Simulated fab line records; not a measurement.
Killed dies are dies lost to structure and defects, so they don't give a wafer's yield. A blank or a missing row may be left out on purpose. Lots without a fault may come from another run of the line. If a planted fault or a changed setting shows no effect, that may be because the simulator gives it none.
Comparing a struck lot with a sound one :: flow n5Finfet :: 40 out of 1938 route steps
Sound: these wafers, L114.3, L114.4, L114.5. Struck: wafer L119.6. (L119.4 of the same lot was not struck and is left out.) The cause comes at the end.
Order at every step that has rows: each side's tool, ch and its chambers, its first start. Under that, the readings that differ: sound wafers :: struck wafers :: difference of the means :: sigmas: that difference in standard deviations of wafers without a fault.
alike: readings with means less than 2 such deviations apart, plus words and numbers identical on both sides. not compared: withheld readings, readings lacking a value on some wafer, bounds such as >300 that could conceal the same value, and numbers that have no deviation in the record and whose values overlap.
A row with sigmas, a row that says differs or no value, or rows on one side alone: a step with any of these is where the two part. Non-overlapping numbers with no deviation appear without sigmas and do not part them. A reading that every wafer of one side lacks parts them only if that side has two wafers or more.

first, 12 steps without rows for these wafers: N5_MOL_CONTACT_COAG_PRECLEAN_111 (cleans in NF3:NH3, afs cycles 1, time 20 s, sublimation time 60 s); N5_MOL_CONTACT_COAG_TI_SIL_19 (material Ti, target thk 4.2 nm, time 15 s); N5_MOL_CONTACT_COAG_ALD_20 (deposits TiN, target thk 1.5 nm, pulse time 1 s, purge time 3 s); N5_MOL_CONTACT_COAG_SIL_ANNEAL_21 (time 60 s); N5_MOL_CONTACT_COAG_PRE_CLEAN_141 (time 60 s); N5_MOL_CONTACT_COAG_SPUTTER_143 (material Co, target thk 2.5 nm); N5_MOL_CONTACT_COAG_CO_FILL_22 (material Co, precursor CCTBA/H2, target thk 20 nm); N5_MOL_CONTACT_COAG_ANNEAL_113 (time 300 s); N5_MOL_CONTACT_COAG_PRE_CLEAN_142 (time 60 s); N5_MOL_CONTACT_COAG_SPUTTER_130 (material Co, target thk 47.5 nm); N5_MOL_CONTACT_COAG_PRECLEAN_125 (cleans in DIW, time 57.5 s); N5_MOL_CONTACT_COAG_SRD_126 (dry time 32 s).
N5_MOL_CONTACT_COAG_CMP_23: polishes, stops on SiO2, t overpolish 1.5 s, target thk 0 nm.
  sound on cmp-01 ch 1,2,3, day 6 09:12; struck on cmp-01 ch 2, day 8 01:08
reading: timeToEndpointS (s)
sound: 5.7 9.3 12.4
struck: 20.7
difference: +11.6
sigmas: +6

reading: model.SiNx_of_GATE_CUT_SAC_CAP_01.thkNm (nm)
sound: 18.2 18.2 18.2
struck: 19.4
difference: +1.2
sigmas: 
  alike: headPressurePsi, motorCurrentA, overpolishRunS, slurryFilterDpKPa, slurryFlowMlMin
then, 3 steps without rows for these wafers: N5_MOL_CONTACT_COAG_WET_ETCH_26 (target Co, target depth 13 nm); N5_MOL_CONTACT_COAG_WET_ETCH_116 (etches the open film in SC1-inhibited, target depth 4.6 nm, rinse time 30 s); N5_MOL_CONTACT_COAG_ALD_27 (deposits SiOC, target thk 17 nm, pulse time 1.5 s, time 2720 s).
N5_MOL_CONTACT_COAG_CMP_28: polishes, stops on SiNx, t overpolish 0.85 s, target thk 14.522 nm.
  sound on cmp-01 ch 2,3, day 6 11:38; struck on cmp-01 ch 3, day 8 03:30
reading: headPressurePsi (psi)
sound: 4.144 4.157 4.154
struck: 4.135
difference: -0.017
sigmas: -2

reading: model.SiNx_of_GATE_CUT_SAC_CAP_01.thkNm (nm)
sound: 17.8 17.8 17.8
struck: 19
difference: +1
sigmas: 
  alike: motorCurrentA, slurryFilterDpKPa, slurryFlowMlMin
N5_MOL_CONTACT_COAG_THK_MEAS_29:
  sound on filmMetro-01, day 6 11:53; struck on filmMetro-01, day 8 03:45
reading: MD_CAP_THK (nm)
sound: 17.87 17.84 17.79
struck: 19.04
difference: +1.21
sigmas: +17
then, 19 steps without rows for these wafers: N5_MOL_CONTACT_COAG_ALD_123 (deposits SiNx, target thk 5 nm, pulse time 1 s, purge time 2 s); N5_MOL_CONTACT_COAG_PECVD_31 (deposits SiO2 from TEOS/O2, target thk 46 nm, time 8.9 s); N5_MOL_CONTACT_COAG_COAT_75 (time 60 s, resist thk 60 nm); N5_MOL_CONTACT_COAG_COAT_76 (time 60 s, resist thk 10 nm); N5_MOL_CONTACT_COAG_COAT_77 (time 60 s, resist thk 10 nm); N5_MOL_CONTACT_COAG_COAT_78 (resist thk 40 nm); N5_MOL_CONTACT_COAG_EBR_80; N5_MOL_CONTACT_COAG_SOFTBAKE_79 (time 60 s); N5_MOL_CONTACT_COAG_EXPOSE_81 (exposes mask VG, defocus 0 nm); N5_MOL_CONTACT_COAG_PEB_82 (peb time 60 s); N5_MOL_CONTACT_COAG_DEVELOP_83 (develop time 30 s); N5_MOL_CONTACT_COAG_DESCUM_88 (chemistry O2, time 7 s); N5_MOL_CONTACT_COAG_ETCH_89 (etches underlayer in N2/H2, target depth 13 nm, time 10.4 s); N5_MOL_CONTACT_COAG_ETCH_90 (etches SiARC in CF4, target depth 13 nm, time 21.7 s); N5_MOL_CONTACT_COAG_ALD_131 (deposits SiO2, target thk 5 nm, pulse time 1 s, co reactant pulse time 1 s); N5_MOL_CONTACT_COAG_ETCHBACK_132 (etches SiO2 in CHF3, target depth 10 nm, time 6.7 s); N5_MOL_CONTACT_COAG_ETCH_91 (etches SOC in N2/H2, target depth 60 nm, overetch 21 nm, time 101.2 s); N5_MOL_CONTACT_COAG_STRIP_92 (strips in N2/H2); N5_MOL_CONTACT_COAG_STRIP_93 (strips in N2/H2).
N5_MOL_CONTACT_COAG_ETCH_47: etches SiNx in CH3F/O2, stops on W, target depth 27 nm.
  sound on rieDiel-04 ch 0,1,3, day 6 14:25; struck on rieDiel-05 ch 0, day 8 06:09
reading: etchRfOnTimeS (s)
sound: 31.2 30.5 30.1
struck: 33.4
difference: +2.8
sigmas: +7

reading: model.etch.tClearS (s)
sound: 26.02 25.44 25.09
struck: 27.84
difference: +2.32
sigmas: 

reading: model.MOL_CONTACT_COAG.featureDepthNm (nm)
sound: 18.4 18.4 18.4
struck: 19.6
difference: +1.2
sigmas: 

reading: model.etch.depthNm (nm)
sound: 17.87 17.9 17.79
struck: 19.01
difference: +1.16
sigmas: 
  alike: drypumpMotorCurrentA, oes_ar_750_au, oesProductAu, rfVppV, showerheadPlenumPTorr, throttleValvePct
  not compared: rfHoursCounterH
-- the record jumps here: 4 days lie between the struck wafers' starts before and after (it left off in module MOL_CONTACT_COAG and takes up again in module BEOL_M4, whose first step shown is number 1111 of the route) --
N5_BEOL_M4_RC_MEAS_101:
  sound on prober-02 ch 0, day 10 15:11; struck on prober-01 ch 0, day 12 02:44
  alike: DIBL_N, DIBL_P, IOFF_N, IOFF_P, ION_N, ION_P, SS_N, SS_P, VT_N, VT_P
N5_PASSIVATION_PROBE_49:
  the record holds rows for the sound wafers here (prober-01, day 14 23:25) but none for the struck ones

## WHERE THEY PART
Last at N5_PASSIVATION_PROBE_49 as far as this record goes, first at N5_MOL_CONTACT_COAG_CMP_23.

WHY: the cause the simulator had injected
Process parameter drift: cmp-01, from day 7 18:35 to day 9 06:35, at N5_MOL_CONTACT_COAG_CMP_23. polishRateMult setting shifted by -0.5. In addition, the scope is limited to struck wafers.
